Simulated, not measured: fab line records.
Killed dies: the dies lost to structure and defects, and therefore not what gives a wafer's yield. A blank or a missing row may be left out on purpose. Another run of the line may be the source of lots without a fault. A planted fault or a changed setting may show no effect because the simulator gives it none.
fab line records    flow nand_harc
record lots=7  wafers=19  last_day=32
route steps=1302 shown P_M2@348 P_BONDPAD@351 END@1302
lots that met no fault: from a run of the same line without faults
start_h: hours from the record's first day to the start of the lot's first wafer shown    wait_h: hours elapsed since this lot's preceding step    " same as the row above    L1.1+2: several wafers, shown together as one row    - value missing, or start not given    * or withheld: withheld    < > ~ a bound
route shown NAME@n: names a module that has steps shown in the file, with the first one's number in the route    usual: average and standard deviation across the fault-free wafers    same: alike in all rows    chamber/n: place in a boat    sites: each site's reading    _std_site: their standard deviation    _edge_site: mean of outer sites minus mean of inner sites    radius_mm: how far each site lies from the wafer's centre    mask NAME#n: copy n    behind: the tool/chamber that last shaped the wafer    hold: what put the lot on hold/how long, in hours/how the hold closed    device: the transistor (n, p or np) that didn't switch    end of line: tests of these same wafers at the route's end    for a step that has no rows: nothing shown but its recipe    killed: at the first sort, the dies lost to defects and structure; wafer yield is something else    map: shows each die of a wafer: x if killed, . if not, _ if none is there
set.NAME: the setting that was run; set.NAME@STEP: the one run at that earlier step    model.NAME: the simulator's own value behind a step, which no gauge read
lots at some steps of the route; a table a step, a row a wafer
services: from which hour (start_h, from the record's first day; less than 0 if before it) a tool's chamber was out of use, for how many hours, and why
## steps
# step NHARC_P_M2_INSPECT_27
# usual raw_defect_count=307/110
lot.wafer  tool               chamber  start_h  wait_h  raw_defect_count
L384.2     defect_inspect-01  -        152.06   0.0     239
L384.3     "                  -        "        "       256
L384.5     "                  -        "        "       354
L386.3     defect_inspect-02  -        160.84   0.0     290
L386.4     "                  -        "        "       199
L388.1     defect_inspect-01  -        176.85   0.0     144
L388.4     "                  -        "        "       130
L388.5     "                  -        "        "       200
L387.3     defect_inspect-01  -        177.58   0.0     283
L387.4     "                  -        "        "       223
L390.2     defect_inspect-01  -        204.87   0.0     427
L390.4     "                  -        "        "       429
L390.6     "                  -        "        "       399
L397.2     defect_inspect-02  -        280.53   0.0     248
L397.3     "                  -        "        "       307
L397.4     "                  -        "        "       414
L403.2     defect_inspect-01  -        330.50   0.0     263
L403.3     "                  -        "        "       288
L403.6     "                  -        "        "       468
# step NHARC_P_M2_PRE_CLEAN_32
# recipe time_s=12  temp_c=370  rf_power_w=300  gas=NH3
# usual heater_power_w=607/91  rf_fwd_power_W=292.5/0.91
lot.wafer  tool      chamber  start_h  wait_h  heater_power_w  rf_fwd_power_W  since_wet_clean_h
L384.2     pecvd-04  0        152.14   0.1     603             293.7           51
L384.3     "         1        "        "       580             292.4           51
L384.5     "         0        "        "       578             293.4           -
L386.3     pecvd-03  2        160.91   0.1     700             292.0           144
L386.4     "         0        "        "       660             293.0           -
L388.1     pecvd-04  2        176.92   0.1     475             290.8           76
L388.4     "         2        "        "       461             291.4           -
L388.5     "         0        "        "       646             292.2           -
L387.3     pecvd-01  1        177.67   0.1     527             292.1           34
L387.4     "         1        "        "       529             291.9           -
L390.2     pecvd-01  0        204.96   0.1     679             291.8           61
L390.6     "         2        "        "       614             291.6           -
L390.4     "         1        "        "       627             293.3           -
L397.3     pecvd-03  1        280.61   0.1     610             292.4           83
L397.2     "         2        "        "       681             294.2           83
L397.4     "         0        "        "       618             293.0           -
L403.3     pecvd-03  0        330.58   0.1     683             290.4           133
L403.2     "         1        "        "       594             293.1           133
L403.6     "         1        "        "       606             293.5           -
# step NHARC_P_M2_DEP_33
# recipe target_thk_a=300  temp_c=370  target_thk_nm=30  pressure_torr=3  flow_sccm=200  rf_w=450  material=SiCN
# usual heater_power_w=550/89  rf_fwd_power_W=448.8/1.5
lot.wafer  tool      chamber  start_h  wait_h  heater_power_w  rf_fwd_power_W  since_wet_clean_h
L384.2     pecvd-04  0        152.25   0.1     628             445.6           51
L384.3     "         1        "        "       526             449.8           51
L384.5     "         0        "        "       637             445.6           -
L386.3     pecvd-03  2        161.02   0.1     620             450.6           144
L386.4     "         0        "        "       611             448.2           -
L388.1     pecvd-04  2        177.04   0.1     344             450.7           76
L388.4     "         2        "        "       344             448.5           -
L388.5     "         0        "        "       594             448.4           -
L387.3     pecvd-01  1        177.81   0.1     535             450.1           34
L387.4     "         1        "        "       538             452.0           -
L390.2     pecvd-01  0        205.06   0.1     671             448.8           62
L390.6     "         2        "        "       493             448.9           -
L390.4     "         1        "        "       534             448.4           -
L397.3     pecvd-03  1        280.72   0.1     540             449.6           83
L397.2     "         2        "        "       584             447.6           83
L397.4     "         0        "        "       558             450.6           -
L403.3     pecvd-03  0        330.69   0.1     594             449.4           133
L403.2     "         1        "        "       523             450.1           133
L403.6     "         1        "        "       522             447.2           -
# step NHARC_P_BONDPAD_DEP_00
# recipe target_thk_a=2500  temp_c=370  target_thk_nm=250  pressure_torr=3  flow_sccm=200  rf_w=450  material=SiCN
# usual heater_power_w=558/88  rf_fwd_power_W=449.1/1.3
lot.wafer  tool      chamber  start_h  wait_h  heater_power_w  rf_fwd_power_W  since_wet_clean_h
L384.3     pecvd-04  2        -        -       350             448.9           52
L384.2     "         0        "        "       577             448.0           52
L384.5     "         1        "        "       564             448.4           -
L386.3     pecvd-03  0        -        -       547             449.0           144
L386.4     "         0        "        "       575             449.2           -
L388.1     pecvd-04  1        177.56   0.5     568             447.1           77
L388.4     "         1        "        "       582             449.8           -
L388.5     "         2        "        "       409             446.9           -
L387.3     pecvd-04  2        178.18   -       407             448.8           77
L387.4     "         0        "        "       495             448.0           -
L390.2     pecvd-03  1        205.44   -       526             450.1           7
L390.6     "         1        "        "       525             449.1           -
L390.4     "         2        "        "       653             451.8           -
L397.3     pecvd-03  2        -        -       698             450.8           83
L397.2     "         0        "        "       607             450.0           83
L397.4     "         0        "        "       611             449.7           -
L403.2     pecvd-04  0        331.06   -       596             447.6           49
L403.3     "         1        "        "       524             446.3           49
L403.6     "         2        "        "       379             447.8           -
# step NHARC_P_BONDPAD_CMP_32
# recipe target_thk_nm=200  material=SiCN
# usual motor_current_A=12.1/1  retaining_ring_pressure_frac=0.999/0.0053
lot.wafer  tool    chamber  start_h  wait_h  motor_current_A  retaining_ring_pressure_frac
L384.3     cmp-02  1        153.00   -       10.6             0.997
L384.2     "       0        "        "       13.4             1.000
L384.5     "       2        "        "       11.5             0.993
L386.3     cmp-02  0        161.81   -       13.6             0.996
L386.4     "       1        "        "       11.9             1.003
L388.4     cmp-02  3        177.97   -       10.7             0.996
L388.1     "       0        "        "       14.2             1.004
L388.5     "       0        "        "       13.8             0.999
L387.3     cmp-02  3        178.55   -       11.5             1.001
L387.4     "       2        "        "       12.1             1.001
L390.4     cmp-02  0        205.89   -       12.9             0.996
L390.2     "       1        "        "       11.4             0.996
L390.6     "       3        "        "       11.0             0.995
L397.2     cmp-02  3        281.57   -       11.3             0.996
L397.3     "       1        "        "       11.3             1.000
L397.4     "       2        "        "       12.3             1.000
L403.2     cmp-04  3        331.49   -       11.7             0.995
L403.3     "       1        "        "       13.2             1.005
L403.6     "       2        "        "       13.7             0.994
# step NHARC_P_BONDPAD_THK_MEAS_33
# recipe thk_meas_gauge=ellipsometry
# usual thk_nm=199.5/1.7
lot.wafer  tool           chamber  start_h  wait_h  thk_nm
L384.2     film_metro-01  -        153.26   0.2     198.1
L384.3     "              -        "        "       197.8
L384.5     "              -        "        "       198.2
L386.3     film_metro-02  -        162.03   0.2     196.8
L386.4     "              -        "        "       195.6
L388.1     film_metro-01  -        178.21   0.2     200.8
L388.4     "              -        "        "       198.1
L388.5     "              -        "        "       198.3
L387.3     film_metro-02  -        178.80   0.2     200.5
L387.4     "              -        "        "       197.1
L390.2     film_metro-01  -        206.09   0.2     198.5
L390.4     "              -        "        "       199.4
L390.6     "              -        "        "       199.3
L397.2     film_metro-01  -        281.82   0.2     197.4
L397.3     "              -        "        "       200.3
L397.4     "              -        "        "       200.0
L403.2     film_metro-02  -        331.72   0.2     201.9
L403.3     "              -        "        "       199.4
L403.6     "              -        "        "       199.8
# step NHARC_P_BONDPAD_SRD_34
# step NHARC_P_BONDPAD_DEHYDRATE_01
# recipe temp_c=150  time_s=120
# step NHARC_P_BONDPAD_HMDS_02
# recipe time_s=30
# step NHARC_P_BONDPAD_COAT_36
# recipe temp_c=200  time_s=65
# step NHARC_P_BONDPAD_COAT_03
# recipe spin_rpm=2000  resist_thk_nm=600
# step NHARC_P_BONDPAD_SOFTBAKE_04
# recipe temp_c=125  time_s=70
# usual chill_plate_temp_C=23.01/0.1  heater_power_total_W=201.0/1.3
lot.wafer  tool            chamber  start_h  wait_h  chill_plate_temp_C  heater_power_total_W
L384.2     litho_track-07  0        153      -       22.91               199.8
L384.3     "               0        "        "       23.10               199.6
L384.5     "               0        "        "       22.95               200.4
L386.3     litho_track-07  0        162      -       22.91               236.8
L386.4     "               0        "        "       23.03               236.5
L388.1     litho_track-02  0        178      -       23.02               202.6
L388.4     "               0        "        "       23.05               201.2
L388.5     "               0        "        "       23.11               201.2
L387.3     litho_track-07  0        178      -       23.03               232.9
L387.4     "               0        "        "       22.97               232.5
L390.2     litho_track-07  0        206      -       23.07               202.4
L390.4     "               0        "        "       22.80               233.3
L390.6     "               0        "        "       23.02               202.4
L397.2     litho_track-02  0        281      -       23.07               201.4
L397.3     "               0        "        "       23.03               199.9
L397.4     "               0        "        "       22.88               200.1
L403.2     litho_track-02  0        331      -       22.93               201.2
L403.3     "               0        "        "       23.11               201.5
L403.6     "               0        "        "       23.04               201.2
# step NHARC_P_BONDPAD_EBR_05
# step NHARC_END_SORT_01
# recipe temp_c=25
# usual defect_limited_yield=90/3.1  killed_at_array=61/20  killed_at_other=0.9/1.1  killed_at_periphery=3.7/2.5  killed_dies=65/21  killed_open=3.3/1.8  killed_short=2.3/1.5
# same gross_dies=677
lot.wafer  tool       chamber  start_h  wait_h  defect_limited_yield[%]  killed_at_array  killed_at_other  killed_at_periphery  killed_dies  killed_open  killed_short
L384.2     prober-01  0        582.92   2.8     92                       51               1                1                    53           4            3
L384.3     prober-01  0        583.72   3.1     91                       53               1                4                    58           6            1
L384.5     prober-01  0        585.32   3.7     93                       44               0                5                    49           5            3
L386.3     prober-01  0        592.99   3.1     92                       46               1                7                    54           4            2
L386.4     prober-01  0        593.80   3.4     93                       43               0                3                    46           1            2
L388.1     prober-02  0        597.41   2.5     88                       75               2                3                    80           2            2
L388.4     prober-02  0        599.84   3.4     86                       85               5                3                    93           3            3
L388.5     prober-02  0        600.65   3.7     84                       98               3                6                    107          3            0
L390.2     prober-01  0        656.40   2.8     89                       70               0                2                    72           7            4
L390.4     prober-01  0        657.99   3.4     91                       60               0                2                    62           2            1
L390.6     prober-01  0        659.58   4.0     89                       67               2                5                    74           2            1
L397.2     prober-01  0        709.66   2.8     95                       33               1                2                    36           3            1
L397.3     prober-01  0        710.46   3.1     93                       42               1                3                    46           4            1
L397.4     prober-01  0        711.26   3.4     95                       35               0                2                    37           4            3
# killed by level:class
L384.2 A_CHANNEL_HOLE_D2:chamber_film_flake=34 A_CONTACT:chamber_film_flake=4 A_DECK1_JOINT:chamber_film_flake=3 A_DECK1_JOINT:geometric_particle:open=2 A_CHANNEL_HOLE_D1:chamber_film_flake=2 P_CONTACT:geometric_particle:open=1 A_SOURCE_PLATE:geometric_particle:short=1 A_CHANNEL_HOLE_D2:geometric_particle:short=1
L384.3 A_CHANNEL_HOLE_D2:chamber_film_flake=35 A_CONTACT:chamber_film_flake=5 A_WL_FILL:chamber_film_flake=3 A_ZERO_WELL:chamber_film_flake=2 P_M0:geometric_particle:open=2 A_DECK1_JOINT:chamber_film_flake=2 P_M1:geometric_particle:open=1 A_CHANNEL_FILL_D2:geometric_particle:open=1
L384.5 A_CHANNEL_HOLE_D2:chamber_film_flake=28 A_DECK1_JOINT:chamber_film_flake=3 P_STI:chamber_film_flake=2 A_CHANNEL_HOLE_D1:chamber_film_flake=2 A_STAIRCASE:chamber_film_flake=2 P_CONTACT:geometric_particle:short=1 P_CONTACT:geometric_particle:open=1 P_M0:geometric_particle:open=1
L386.3 A_SLIT:chamber_film_flake=25 A_CHANNEL_HOLE_D2:chamber_film_flake=9 P_ZERO_WELL:chamber_film_flake=2 P_STI:chamber_film_flake=2 P_M0:chamber_film_flake=2 A_ZERO_WELL:chamber_film_flake=2 A_CHANNEL_HOLE_D1:chamber_film_flake=2 P_M2:geometric_particle:open=1
L386.4 A_SLIT:chamber_film_flake=25 A_CHANNEL_HOLE_D2:chamber_film_flake=8 A_CHANNEL_HOLE_D1:chamber_film_flake=3 P_STI:chamber_film_flake=2 A_WL_FILL:chamber_film_flake=2 P_M0:geometric_particle:open=1 A_CHANNEL_FILL_D2:geometric_particle:short=1 A_WL_FILL:geometric_particle:short=1
L388.1 A_CHANNEL_HOLE_D1:chamber_film_flake=24 A_SLIT:chamber_film_flake=23 A_CHANNEL_HOLE_D2:chamber_film_flake=21 P_M2:chamber_film_flake=2 THIN_TSV:chamber_film_flake=2 A_CHANNEL_HOLE_D1:geometric_particle:open=1 A_CHANNEL_FILL_D2:geometric_particle:short=1 A_WL_FILL:geometric_particle:short=1
L388.4 A_SLIT:chamber_film_flake=26 A_CHANNEL_HOLE_D2:chamber_film_flake=25 A_CHANNEL_HOLE_D1:chamber_film_flake=24 A_STAIRCASE:chamber_film_flake=4 THIN_TSV:chamber_film_flake=3 A_ONON_D2:geometric_particle:short=2 P_M2:chamber_film_flake=2 A_M0:chamber_film_flake=2
L388.5 A_CHANNEL_HOLE_D2:chamber_film_flake=35 A_CHANNEL_HOLE_D1:chamber_film_flake=29 A_SLIT:chamber_film_flake=23 P_M2:chamber_film_flake=4 A_STAIRCASE:chamber_film_flake=3 A_M0:chamber_film_flake=3 THIN_TSV:chamber_film_flake=3 A_ONON_D1:geometric_particle:open=2
L390.2 A_CHANNEL_HOLE_D2:chamber_film_flake=37 A_STAIRCASE:chamber_film_flake=10 A_CONTACT:chamber_film_flake=6 A_CHANNEL_HOLE_D1:chamber_film_flake=5 A_ONON_D1:geometric_particle:open=2 A_CHANNEL_FILL_D1:geometric_particle:short=2 P_STI:geometric_particle:open=1 P_CONTACT:geometric_particle:open=1
L390.4 A_CHANNEL_HOLE_D2:chamber_film_flake=35 A_CHANNEL_HOLE_D1:chamber_film_flake=11 A_STAIRCASE:chamber_film_flake=5 A_CONTACT:chamber_film_flake=3 P_ZERO_WELL:chamber_film_flake=2 A_CHANNEL_FILL_D2:chamber_film_flake=2 A_ONON_D1:geometric_particle:short=1 A_CHANNEL_HOLE_D1:geometric_particle:open=1
L390.6 A_CHANNEL_HOLE_D2:chamber_film_flake=38 A_CHANNEL_HOLE_D1:chamber_film_flake=12 A_STAIRCASE:chamber_film_flake=10 A_CONTACT:chamber_film_flake=4 P_ZERO_WELL:chamber_film_flake=3 THIN_TSV:chamber_film_flake=2 P_GATE:geometric_particle:short=1 P_M2:geometric_particle:open=1
L397.2 A_CHANNEL_HOLE_D2:chamber_film_flake=14 A_ZERO_WELL:chamber_film_flake=4 A_SLIT:chamber_film_flake=4 A_DECK1_JOINT:chamber_film_flake=3 A_CHANNEL_HOLE_D1:chamber_film_flake=3 A_CONTACT:chamber_film_flake=2 P_GATE:geometric_particle:open=1 P_CONTACT:geometric_particle:open=1
L397.3 A_CHANNEL_HOLE_D2:chamber_film_flake=17 A_CHANNEL_HOLE_D1:chamber_film_flake=10 A_CONTACT:chamber_film_flake=4 A_SLIT:chamber_film_flake=3 A_BONDPAD:chamber_film_flake=2 P_GATE:geometric_particle:open=1 P_M0:geometric_particle:open=1 A_CHANNEL_HOLE_D1:geometric_particle:open=1
L397.4 A_CHANNEL_HOLE_D2:chamber_film_flake=12 A_SLIT:chamber_film_flake=8 A_CONTACT:chamber_film_flake=4 A_CHANNEL_HOLE_D1:chamber_film_flake=3 A_M0:geometric_particle:open=2 A_DECK1_JOINT:chamber_film_flake=2 P_GATE:geometric_particle:open=1 P_M0:geometric_particle:short=1
## services
tool            chamber  start_h  hours  kind
pecvd-01        -        130.48   13.0   pm
pecvd-03        1        131.19   4.5    repair
cmp-02          -        134.50   4.0    pm
cmp-02          -        148.82   0.8    repair
cmp-04          -        151.22   1.4    repair
pecvd-04        1        173.60   3.5    repair
pecvd-03        -        185.00   13.0   pm
pecvd-04        -        185.20   0.5    repair
pecvd-04        -        198.43   3.1    repair
pecvd-03        2        219.19   21.8   repair
cmp-04          -        223.00   4.0    pm
litho_track-02  -        227.00   7.0    pm
cmp-02          -        232.50   4.0    pm
pecvd-03        1        242.05   5.3    repair
cmp-04          -        243.70   3.9    repair
litho_track-07  -        251.00   7.0    pm
pecvd-03        2        254.74   8.9    repair
pecvd-04        -        269.00   13.0   pm
cmp-04          -        278.73   1.8    repair
cmp-02          -        294.63   2.3    repair
cmp-02          -        304.92   3.6    repair
pecvd-01        -        311.48   13.0   pm
cmp-04          -        321.00   4.0    pm
cmp-02          -        330.50   4.0    pm
## key
first_sign step=NHARC_P_BONDPAD_SOFTBAKE_04  reading=heater_power_total_W  direction=up  sigmas=26  usual=*  struck=*
effect none on later readings
met_at NHARC_P_BONDPAD_SOFTBAKE_04
struck_wafers L386.3,L386.4,L387.3,L387.4,L390.4
onset_between 153 162
fault kind=process_parameter_drift  tool=litho_track-07  chamber=-  onset_h=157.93  steps=NHARC_P_BONDPAD_SOFTBAKE_04  channel=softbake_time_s  offset=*  shape=step  end_h=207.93  scope=struck_wafers_only  acts_in=*  stated=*
